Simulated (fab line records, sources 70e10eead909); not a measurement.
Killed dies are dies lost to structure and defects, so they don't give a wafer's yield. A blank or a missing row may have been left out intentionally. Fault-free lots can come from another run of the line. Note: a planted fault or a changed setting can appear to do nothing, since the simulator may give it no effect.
Chamber matching ; flow nand_harc ; NHARC_A_M0_CMP_23 on cmp-02: 4 sister chambers
The step polishes, t overpolish 20 s, target thk 113.75 nm. 4 wafers are shown with their chamber, then 8 later ones without.

WAFERS PAIRED WITH THEIR CHAMBERS
wafer;chamber;motor_current_A (A)
L084.3;2;10.7
L084.4;0;10.6
L084.5;1;12.2
L087.1;3;12.1

WAFERS WITHOUT THEIR CHAMBER
wafer;motor_current_A (A)
L087.5;12.1
L087.6;10.7
L088.1;11.8
L088.2;12.4
L088.4;11.6
L093.1;12.5
L093.2;11.7
L093.3;13.1

WHICH CHAMBER EACH WENT THROUGH
wafer;from the rows above;in truth
L087.5;can't be placed: 3 or 1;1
L087.6;can't be placed: 2 or 0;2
L088.1;can't be placed: 3 or 1 or 2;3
L088.2;can't be placed: 1 or 3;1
L088.4;can't be placed: 3 or 1 or 2 or 0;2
L093.1;can't be placed: 1 or 3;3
L093.2;can't be placed: 3 or 1 or 2 or 0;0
L093.3;can't be placed: 1 or 3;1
Placed correctly: 0 of 8. Cannot be placed on the basis of these rows: 8; the candidates contain the true chamber in 8. 0 placed wrongly.
How it was worked out, from the rows above alone: a wafer's distance from a chamber is the root of the sum, over the readings, of the square of ((its reading less the chamber's mean) divided by the reading's scatter). If the next closest chamber is less than 2 further off than the closest, the wafer can't be placed; otherwise it belongs to the closest. For every chamber, the mean is computed from those of its wafers that are shown. The scatter: root of mean squared gap, hidden wafer to nearest shown wafer, with one shown wafer a chamber.
